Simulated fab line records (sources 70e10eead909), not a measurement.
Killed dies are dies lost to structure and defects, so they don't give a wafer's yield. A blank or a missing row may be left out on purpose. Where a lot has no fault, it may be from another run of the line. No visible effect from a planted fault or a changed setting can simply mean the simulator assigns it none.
Which tool was responsible?	flow nand harc	6 lots with 18 wafers sampled at 5 steps, on a route of 1159 steps

WHAT EACH GAUGE READ, for each wafer
NHARC_END_SORT_01.
lot	measured	on	killed at array
L151	day 23 13:31	prober-02	46 29 38

WHICH TOOL RAN EACH LOT (tool, then ch and the chambers of the sampled wafers, then the start)
lot	NHARC_P_STI_ETCH_31	NHARC_P_GATE_STRIP_15	NHARC_P_GATE_STRIP_101	NHARC_P_GATE_STRIP_112
L142	rie diel-02 ch 1,2,3, day 5 04:22 or earlier	wet bench-01 ch 1,4,6, day 5 04:22	rie diel-06 ch 0,2, day 6 06:57	plasma asher-02 ch 0,1, day 6 10:11
L147	rie diel-02 ch 2,3, day 6 11:06 or earlier	wet bench-01 ch 1,2,4, day 6 11:06	rie diel-06 ch 0,2,3, day 7 15:16	plasma asher-01 ch 0,1, day 7 18:43
L149	rie diel-02 ch 1,3, day 7 08:17 or earlier	wet bench-02 ch 0,1,7, day 7 08:17	rie diel-05 ch 1,2,3, day 8 10:07	plasma asher-01 ch 0, day 8 13:16
L151	rie diel-09 ch 0,1,2, day 7 12:29 or earlier	wet bench-02 ch 0,2,6, day 7 12:29	rie diel-13 ch 0, day 8 13:44	plasma asher-01 ch 0,1, day 8 18:37
L155	rie diel-01 ch 0,1,3, day 8 04:43 or earlier	wet bench-02 ch 3,4,7, day 8 04:43	rie diel-05 ch 1,3, day 9 07:59	plasma asher-01 ch 0,1, day 9 11:14
L161	rie diel-09 ch 0,1,3, day 9 13:43 or earlier	wet bench-01 ch 2,4,7, day 9 13:43	rie diel-06 ch 0,1, day 10 16:02	plasma asher-01 ch 0,1, day 10 19:23
- NHARC_P_STI_ETCH_31: etches the open film in CF4/CHF3, target depth 108.9 nm, time 54.5 s.
- NHARC_P_GATE_STRIP_15: strips in SPM, time 780 s.
- NHARC_P_GATE_STRIP_101: strips in O2, time 20 s.
- NHARC_P_GATE_STRIP_112: strips in N2/H2, time 200 s.

THE ANSWER, worked out from the rows above alone
Rule: the lots themselves supply what counts as usual. Put in order of their means at a reading, lots are off if they are a third of the lots or fewer, leave a main group of 4 or more, and stand apart from it by a gap of 3 or more times the standard deviation of the main group's means; of several such gaps the widest counts. If all means in a main group match to the digits the tables above print for the reading, that group is not used. Also off: a lot with no number at a reading for which 4 or more lots have one. The other lots that the step has rows for count as sound.
None of the lots is off at any reading shown; this tells nothing.

WHAT THE SIMULATOR HAD PUT IN
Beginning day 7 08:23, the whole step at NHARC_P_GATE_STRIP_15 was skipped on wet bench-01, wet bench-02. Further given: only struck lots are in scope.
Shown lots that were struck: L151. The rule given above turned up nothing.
